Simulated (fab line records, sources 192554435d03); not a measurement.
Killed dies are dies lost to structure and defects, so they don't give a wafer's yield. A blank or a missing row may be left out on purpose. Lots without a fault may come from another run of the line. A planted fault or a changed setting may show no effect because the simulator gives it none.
Problem report in the 8D (eight disciplines) form, filled by code | flow n5_finfet | the parts of the form that need people (team, actions taken, sign-off) are left out

1. THE PROBLEM
h2_flow_sccm at N5_BEOL_M14_ETCH_59 reads a mean of 180.1 sccm on 6 wafers of 2 lots; wafers without a fault read 200.0 sccm with a standard deviation of 0.68. That is -29 standard deviations from the usual mean.
The step: etches BARC in N2/H2, target depth 89 nm, overetch 26.7 nm, time 67.9 s.
First seen on wafer L114.1, day 12 16:25, on rie_diel-06. The record holds 30 wafers of 10 lots with a number at this step. Rule for "out", or "out of limits": more than 4 standard deviations from the usual mean. The other wafers with a number count as sound.

2. WHAT IT IS AND WHAT IT IS NOT
question                    | is                     | is not
which readings at this step | h2_flow_sccm           | drypump_motor_current_A, oes_product_au, rf_vpp_V
which lots                  | L114, L120             | L111, L112, L115, L123, L125, L126, L130, L132
which wafers of those lots  | all that have a number | -
read on which tools         | rie_diel-06            | rie_diel-03, rie_diel-05
when                        | from day 12 16:25      | up to then (9 sound wafers); but 15 sound wafers of L123, L125, L126, L130, L132 came after

3. SUSPECTS, AND WHAT RULES EACH OUT
Counting: a tool at a process step up to the reading stays a suspect if it ran every lot that is out and no sound lot after the first of them.
- rie_diel-06 at N5_BEOL_M14_DESCUM_15 (chemistry O2, time 7.9 s): ruled out as a lasting fault. Sound lots L132 ran on it after its first lot that is out, L114 (day 12 16:22).
- rie_diel-06 at N5_BEOL_M14_ETCH_59 (etches BARC in N2/H2, target depth 89 nm, overetch 26.7 nm, time 67.9 s): ruled out as a lasting fault. Sound lots L132 ran on it after its first lot that is out, L114 (day 12 16:25).
Left after counting: nothing in the record.

4. THE CAUSE (what the simulator had put in)
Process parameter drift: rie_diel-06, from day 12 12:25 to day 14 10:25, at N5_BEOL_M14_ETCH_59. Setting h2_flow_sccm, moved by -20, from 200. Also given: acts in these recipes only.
Counting ruled it out, wrongly.

5. THE CHAIN OF EFFECTS, in route order
Each row: a reading whose mean over the struck wafers that have a number lies more than 3 standard deviations from the usual. Only readings for which the record gives a usual standard deviation are gone through. hours: the time from each lot's start at the first step in this table that gives one to its start at this step, as a median over the lots. sigmas: the change in usual standard deviations.
hours | step                | reading            | usual      | on struck wafers | change | sigmas
0     | N5_BEOL_M14_ETCH_59 | h2_flow_sccm       | 200.0 sccm | 180.1            | -19.9  | -29
0     | N5_BEOL_M14_ETCH_59 | throttle_valve_pct | 17.80 %    | 17.17            | -0.63  | -3.3
The process steps in it:
- N5_BEOL_M14_ETCH_59: etches BARC in N2/H2, target depth 89 nm, overetch 26.7 nm, time 67.9 s.

6. WHAT WOULD HAVE CAUGHT IT SOONER
In this record the first reading out of limits was taken at day 12 16:25, 4 hours after the fault began at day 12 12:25.
